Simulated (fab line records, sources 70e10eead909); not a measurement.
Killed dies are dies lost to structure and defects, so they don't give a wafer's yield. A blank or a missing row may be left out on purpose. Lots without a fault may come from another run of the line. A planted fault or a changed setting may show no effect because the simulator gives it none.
A struck lot beside a sound one | flow nand_harc | 27 steps out of a route of 1302
Sound: wafers L920.1, L920.3, L920.6. Struck: wafers L929.1, L929.2, L929.6. The cause comes at the end.
At each step with rows: each side's tool, then ch and its chambers, then its first start. Under that, the readings that differ: sound wafers | struck wafers | difference of the means | sigmas: that difference in standard deviations of wafers without a fault.
alike: readings whose means differ by less than 2 such deviations, and words and numbers that are the same on both sides. not compared: withheld readings, readings that some wafer has no value for, bounds like >300 that may hide the same value, and numbers for which the record gives no deviation and whose values overlap.
The two part at a step that has a row with sigmas, a row that says differs or no value, or rows on one side only. Numbers that don't overlap but have no deviation are shown without sigmas and don't part them. A reading that every wafer of one side lacks parts them only if that side has two wafers or more.

NHARC_A_CHANNEL_HOLE_D2_DESCUM_15: chemistry O2, time 3 s.
  sound on rie_diel-11 ch 1,3, day 14 21:18; struck on rie_diel-04 ch 1,3, day 19 08:01
  alike: drypump_motor_current_A, oes_product_au, rf_vpp_V, showerhead_plenum_p_Torr, throttle_valve_pct
  not compared: rf_hours_counter_h
then, 4 steps without rows for these wafers: NHARC_A_CHANNEL_HOLE_D2_ETCH_38 (etches the open film in CF4, target depth 39 nm, time 65 s); NHARC_A_CHANNEL_HOLE_D2_ETCH_39 (etches the open film in N2/H2, target depth 260 nm, time 325 s); NHARC_A_CHANNEL_HOLE_D2_ETCH_34 (etches the open film in CF4/CHF3, target depth 154 nm, time 77 s); NHARC_A_CHANNEL_HOLE_D2_ETCH_16 (etches the open film in O2/COS, target depth 3100 nm, time 806 s).
NHARC_A_CHANNEL_HOLE_D2_CD_MEAS_18:
  sound on cd_sem-03, day 14 22:25; struck on cd_sem-02, day 19 09:07
  alike: cd_nm
then, 2 steps without rows for these wafers: NHARC_A_CHANNEL_HOLE_D2_ETCH_19 (etches the open film in C4F8/O2/Ar, time 34.5 s); NHARC_A_CHANNEL_HOLE_D2_ETCH_20 (etches the open film in C4F8/O2/Ar, time 361.9 s, target depth 1600 nm).
NHARC_A_CHANNEL_HOLE_D2_ETCH_21: etches the open film in C4F8/O2/Ar, time 514.3 s, target depth 1600 nm.
  sound on har_etch-02 ch 0,1, day 15 01:43; struck on har_etch-02 ch 0,1, day 19 09:37
  alike: drypump_motor_current_A, showerhead_plenum_p_Torr, throttle_valve_pct
  not compared: rf_hours_counter_h
then, 1 step without rows for these wafers: NHARC_A_CHANNEL_HOLE_D2_ETCH_22 (etches the open film in C4F8/O2/Ar, time 666.7 s, target depth 1600 nm).
NHARC_A_CHANNEL_HOLE_D2_ETCH_23: etches the open film in C4F8/O2/Ar, time 819 s, target depth 1600 nm.
  sound on har_etch-02 ch 0,1, day 15 02:43; struck on har_etch-02 ch 0,1, day 19 10:37
  alike: drypump_motor_current_A, showerhead_plenum_p_Torr, throttle_valve_pct
  not compared: rf_hours_counter_h
NHARC_A_CHANNEL_HOLE_D2_ETCH_24: etches the open film in C4F8/O2/Ar, time 906.2 s, target depth 1500 nm.
  sound on har_etch-02 ch 0,1, day 15 03:25; struck on har_etch-02 ch 0,1, day 19 11:19
  reading                | sound                | struck               | difference | sigmas
  throttle_valve_pct (%) | 32.251 32.219 32.222 | 32.236 32.262 32.255 | +0.020     | +2
  alike: drypump_motor_current_A, showerhead_plenum_p_Torr
  not compared: rf_hours_counter_h
NHARC_A_CHANNEL_HOLE_D2_ETCH_25: etches the open film in C4F8/O2/Ar, time 1040.2 s, target depth 1500 nm.
  sound on har_etch-02 ch 0,1, day 15 04:12; struck on har_etch-02 ch 0,1, day 19 12:05
  alike: drypump_motor_current_A, showerhead_plenum_p_Torr, throttle_valve_pct
  not compared: rf_hours_counter_h
then, 9 steps without rows for these wafers: NHARC_A_CHANNEL_HOLE_D2_ETCH_26 (etches the open film in C4F8/O2/Ar, time 224.1 s, target depth 300 nm); NHARC_A_CHANNEL_HOLE_D2_ETCH_27 (etches the open film in C4F8/O2/Ar, time 90 s, target depth 400 nm); NHARC_A_CHANNEL_HOLE_D2_STRIP_41 (strips in N2/H2); NHARC_A_CHANNEL_HOLE_D2_STRIP_42 (strips in CF4/CHF3); NHARC_A_CHANNEL_HOLE_D2_STRIP_43 (strips in O2/COS); NHARC_A_CHANNEL_HOLE_D2_ETCH_44 (etches the open film in CF4/O2, target depth 140 nm, overetch 14 nm, time 77 s); NHARC_A_CHANNEL_HOLE_D2_STRIP_28 (strips in O2); NHARC_A_CHANNEL_HOLE_D2_PRECLEAN_29 (cleans in SC1); NHARC_A_CHANNEL_HOLE_D2_SRD_30.
NHARC_A_CHANNEL_HOLE_D2_CD_MEAS_31:
  sound on cd_sem-01, day 15 06:51; struck on cd_sem-01, day 19 14:41
  alike: cd_nm
NHARC_A_CHANNEL_HOLE_D2_XSEM_32:
  sound on xsem-02 ch 0, day 15 06:56; struck on xsem-01 ch 0, day 19 14:47
  reading     | sound       | struck      | difference | sigmas
  bow_nm (nm) | 9.1 9.0 9.0 | 8.2 8.3 8.3 | -0.8       | -2
  alike: bot_cd_nm, tilt_deg
NHARC_A_CHANNEL_HOLE_D2_INSPECT_40:
  sound on defect_inspect-01, day 15 07:02; struck on defect_inspect-01, day 19 14:52
  reading          | sound       | struck      | difference | sigmas
  raw_defect_count | 279 297 338 | 777 783 809 | +485       | +5
then, 1 step without rows for these wafers: NHARC_A_CHANNEL_FILL_D2_PRECLEAN_00 (cleans in SC1).
-- the record jumps here: 12 days lie between the struck wafers' starts before and after (it left off in module A_CHANNEL_FILL_D2 and takes up again in module END, whose first step shown is number 1302 of the route) --
NHARC_END_SORT_01:
  sound on prober-01 ch 0, day 26 02:32; struck on prober-01 ch 0, day 31 09:02
  alike: killed_at_array, killed_at_other, killed_at_periphery, killed_dies, killed_open, killed_short

WHERE THEY PART
First at NHARC_A_CHANNEL_HOLE_D2_ETCH_24; last, within this record, at NHARC_A_CHANNEL_HOLE_D2_INSPECT_40. Later steps at which nothing parts them and some readings are alike: NHARC_END_SORT_01.

WHY: what the simulator had put in
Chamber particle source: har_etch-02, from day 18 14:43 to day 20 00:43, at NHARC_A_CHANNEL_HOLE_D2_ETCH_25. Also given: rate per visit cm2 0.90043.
